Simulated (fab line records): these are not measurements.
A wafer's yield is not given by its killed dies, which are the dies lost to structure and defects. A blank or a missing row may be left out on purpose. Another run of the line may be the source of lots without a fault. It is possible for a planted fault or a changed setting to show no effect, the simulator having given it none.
One fault seen from 2 desks -- flow n5Finfet -- each desk has only its own numbers; what lay behind them comes last

AT THE TOOL OWNER'S DESK: lpcvd-02
The tool's own readings at N5_DUMMY_GATE_CVD_03 (deposits a-Si from SiH4, target thk 150 nm, time 8042 s): means of the sampled wafers that have a number, for each lot that ran on this tool. The brackets show how far a lot's mean lies from the usual mean; more than 4 standard deviations puts the lot out of limits, marked OUT.
Columns: A = spikeTcBottomC at N5_DUMMY_GATE_CVD_03, usual 552.7 C; B = spikeTcCentreC at N5_DUMMY_GATE_CVD_03, usual 531.1 C; C = spikeTcLowerC at N5_DUMMY_GATE_CVD_03, usual 530.4 C; D = spikeTcTopC at N5_DUMMY_GATE_CVD_03, usual 553.0 C; E = spikeTcUpperC at N5_DUMMY_GATE_CVD_03, usual 530.2 C; F = susceptorTempC at N5_DUMMY_GATE_CVD_03, usual 529.99 C
lot,first seen here,A,B,C,D,E,F
L417,day 3 18:13,558.5,529.6,531.1,557.9,529.9,529.91
L418,day 4 00:11,552.5,531.0,529.4,554.4,530.9,529.60
L421,day 4 18:58,558.9,530.5,530.9,557.4,529.6,529.65
L423,day 5 07:29,552.8,531.5,530.3,555.1,531.8,529.68
L424,day 5 16:17,542.9,514.4 (-29) OUT,514.6 (-18) OUT,542.1 (-4.2) OUT,513.7 (-16) OUT,513.95 (-80) OUT
L425,day 5 20:19,543.3,514.7 (-28) OUT,515.2 (-17) OUT,541.8 (-4.3) OUT,514.1 (-16) OUT,514.32 (-78) OUT
Finding of this desk: L424, L425 out of limits; the first was L424 at day 5 16:17, on spikeTcCentreC at N5_DUMMY_GATE_CVD_03. Within limits: L417, L418, L421, L423.

THE METROLOGY DESK
What the gauges read, lot by lot, whatever tool the lot ran on: means of the sampled wafers that have a number. The brackets show how far a lot's mean lies from the usual mean; more than 4 standard deviations puts the lot out of limits, marked OUT. It has 11 readings; the 7 that lie furthest out on some lot are the ones shown.
Columns: A = trenchDepthNm at N5_STI_FIN_REVEAL_FIN_H_MEAS_10, usual 51.9 nm; B = DIBL_N at N5_BEOL_M4_RC_MEAS_101, usual 36.5 mV/V; C = IOFF_P at N5_BEOL_M4_RC_MEAS_101, usual 0.22 nA/um; D = ION_N at N5_BEOL_M4_RC_MEAS_101, usual 673 uA/um; E = ION_P at N5_BEOL_M4_RC_MEAS_101, usual 462 uA/um; F = VT_N at N5_BEOL_M4_RC_MEAS_101, usual 249.8 mV; G = VT_P at N5_BEOL_M4_RC_MEAS_101, usual -250 mV
lot,first seen here,A,B,C,D,E,F,G
L412,day 2 13:31,51.4,35.9,0.19,667,457,251.2,-254
L413,day 2 18:52,51.4,36.1,0.23,667,462,250.3,-247
L415,day 3 07:38,52.9,36.4,0.24,676,470,250.5,-249
L416,day 3 12:21,51.8,36.9,0.26,672,469,249.2,-243
L417,day 3 17:55,51.0,38.0,0.23,680,461,248.4,-251
L418,day 3 23:53,52.6,37.1,0.22,677,464,250.0,-251
L419,day 4 06:53,52.0,37.2,0.21,675,454,247.5,-252
L420,day 4 16:34,50.6,36.1,0.26,676,469,248.2,-246
L421,day 4 18:37,51.5,34.6,0.16,661,449,253.7,-257
L422,day 5 02:45,51.6,35.8,0.22,674,464,252.1,-248
L423,day 5 07:08,51.3,36.6,0.21,670,455,247.4,-252
L424,day 5 15:54,51.3,-,-,-,-,-,-
L425,day 5 19:19,51.4,-,-,-,-,-,-
L427,day 6 07:43,52.5,37.2,0.24,688,465,246.2,-249
This desk's finding: nothing out of limits on any of the 14 lots.

ALL TOGETHER
The tool owner's desk could have raised an alarm at day 5 16:17, on L424, L425.
At the metrology desk, nothing out of limits was observed.
The metrology desk has L424, L425 on record, within its limits.
Of the lots named, all ran N5_DUMMY_GATE_CVD_03 on lpcvd-02.

WHAT THE SIMULATOR PUT IN
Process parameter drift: lpcvd-02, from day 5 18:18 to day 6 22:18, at N5_DUMMY_GATE_CVD_03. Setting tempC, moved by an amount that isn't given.
Shown lots that were struck: L424, L425.
